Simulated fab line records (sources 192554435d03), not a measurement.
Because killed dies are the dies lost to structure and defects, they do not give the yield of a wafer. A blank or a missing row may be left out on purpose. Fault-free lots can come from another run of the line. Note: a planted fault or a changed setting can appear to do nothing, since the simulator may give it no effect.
Check for tools in common	flow n5 finfet	32 wafers sampled across 11 lots

## THE REASON FOR OPENING IT
On 2 of the 11 lots, a flag is raised at N5_BEOL_M7_INSPECT_13 on the reading raw defect count. No-fault wafers: 388, standard deviation 82.
Rule: a lot gets a flag if all its wafers with a number sit over 4 standard deviations from that mean, or if no wafer of it has a number. All remaining lots are regarded as sound.

lot	measured	on	raw defect count, wafer by wafer	flag
L887	day 9 02:41	defect inspect-01	367 460	
L889	day 9 09:48	defect inspect-02	431 414 397	
L890	day 9 16:21	defect inspect-02	291 348 366	
L895	day 11 00:18	defect inspect-01	355 417 451	
L896	day 11 06:15	defect inspect-02	749 792 733	FLAGGED
L898	day 11 16:26	defect inspect-02	850 760 973	FLAGGED
L901	day 13 00:33	defect inspect-02	377 375 573	
L902	day 13 01:55	defect inspect-01	304 339 340	
L906	day 13 18:44	defect inspect-01	478 317 257	
L909	day 15 05:35	defect inspect-01	446 394 452	
L910	day 15 05:40	defect inspect-02	407 560 320	
The numbers of the flagged lots are 810 on average: +422 against the usual, or +5 standard deviations.

## WHICH TOOL RAN EACH LOT
The record holds 3 process steps before the reading, out of a route of 1938 steps. In each cell: the tool, then ch and the chambers that the sampled wafers went through, then the start.
lot	flag	N5_BEOL_M6_ANNEAL_51	N5_BEOL_M7_PECVD_70	N5_BEOL_M7_HM_DEP_02
L887		rtp anneal-01 ch 0, day 8 21:56	pecvd-01 ch 0,2, day 8 23:20	pvd sputter-03, day 9 02:16
L889		rtp anneal-02 ch 0, day 9 07:11	pecvd-04 ch 1,2, day 9 08:33	pvd sputter-01, day 9 09:15
L890		rtp anneal-01 ch 0, day 9 13:50	pecvd-04 ch 0,1, day 9 15:14	pvd sputter-03, day 9 15:55
L895		rtp anneal-02 ch 0, day 10 19:47	pecvd-01 ch 1,2, day 10 21:07	pvd sputter-03, day 10 23:45
L896	FLAGGED	rtp anneal-02 ch 0, day 11 01:44	pecvd-04 ch 1,2, day 11 03:35	pvd sputter-02, day 11 05:49
L898	FLAGGED	rtp anneal-02 ch 0, day 11 13:09	pecvd-04 ch 0,1,2, day 11 14:36	pvd sputter-01, day 11 15:53
L901		rtp anneal-01 ch 0, day 12 21:32	pecvd-01 ch 1,2, day 12 23:14	pvd sputter-02, day 13 00:00
L902		rtp anneal-02 ch 0, day 12 22:02	pecvd-03 ch 0,2, day 12 23:43	pvd sputter-01, day 13 01:22
L906		rtp anneal-02 ch 0, day 13 15:32	pecvd-01 ch 0,1, day 13 17:00	pvd sputter-03, day 13 18:11
L909		rtp anneal-02 ch 0, day 15 02:15	pecvd-01 ch 0,1,2, day 15 04:05	pvd sputter-03, day 15 05:02
L910		rtp anneal-02 ch 0, day 15 03:17	pecvd-04 ch 0,1, day 15 04:35	pvd sputter-03, day 15 05:14
What these steps do:
- N5_BEOL_M6_ANNEAL_51: time 90 s.
- N5_BEOL_M7_PECVD_70: deposits SiO2 from TEOS/O2, target thk 20 nm, time 22.7 s.
- N5_BEOL_M7_HM_DEP_02: deposits TiN, target thk 20 nm.
- N5_BEOL_M7_INSPECT_13: inspects for defects (brightfield).

## FLAGGED AGAINST TOTAL, ONE TOOL AT A TIME (gauges that did the reading follow at the end)
step	tool	lots run	flagged	share of the flagged lots	sound lots run after its first flagged lot
N5_BEOL_M6_ANNEAL_51	rtp anneal-01	3	0	none	-
N5_BEOL_M6_ANNEAL_51	rtp anneal-02	8	2	all	4 (L902,L906,L909,L910)
N5_BEOL_M7_PECVD_70	pecvd-01	5	0	none	-
N5_BEOL_M7_PECVD_70	pecvd-03	1	0	none	-
N5_BEOL_M7_PECVD_70	pecvd-04	5	2	all	1 (L910)
N5_BEOL_M7_HM_DEP_02	pvd sputter-01	3	1	some	1 (L902)
N5_BEOL_M7_HM_DEP_02	pvd sputter-02	2	1	some	1 (L901)
N5_BEOL_M7_HM_DEP_02	pvd sputter-03	6	0	none	-
N5_BEOL_M7_INSPECT_13	defect inspect-01	5	0	none	-
N5_BEOL_M7_INSPECT_13	defect inspect-02	6	2	all	2 (L901,L910)

## WHAT IS ALLOWED BY THE TABLE
Rows of the table that ran every flagged lot, 3 in all: rtp anneal-02 at N5_BEOL_M6_ANNEAL_51, pecvd-04 at N5_BEOL_M7_PECVD_70, defect inspect-02 at N5_BEOL_M7_INSPECT_13.
- rtp anneal-02 at N5_BEOL_M6_ANNEAL_51: 2 of its 8 lots flagged. Sound lots ran on it after the first flagged one (L902, L906, L909, L910), which a lasting fault on the whole tool wouldn't allow.
- pecvd-04 at N5_BEOL_M7_PECVD_70: 2 of its 5 lots flagged. Sound lots ran on it after the first flagged one (L910), which a lasting fault on the whole tool wouldn't allow.
- defect inspect-02 at N5_BEOL_M7_INSPECT_13: 2 of its 6 lots flagged. Sound lots ran on it after the first flagged one (L901, L910), which a lasting fault on the whole tool wouldn't allow.
Every row of the table either missed a flagged lot or ran a sound lot after the first.

## WHAT WAS PUT IN BY THE SIMULATOR
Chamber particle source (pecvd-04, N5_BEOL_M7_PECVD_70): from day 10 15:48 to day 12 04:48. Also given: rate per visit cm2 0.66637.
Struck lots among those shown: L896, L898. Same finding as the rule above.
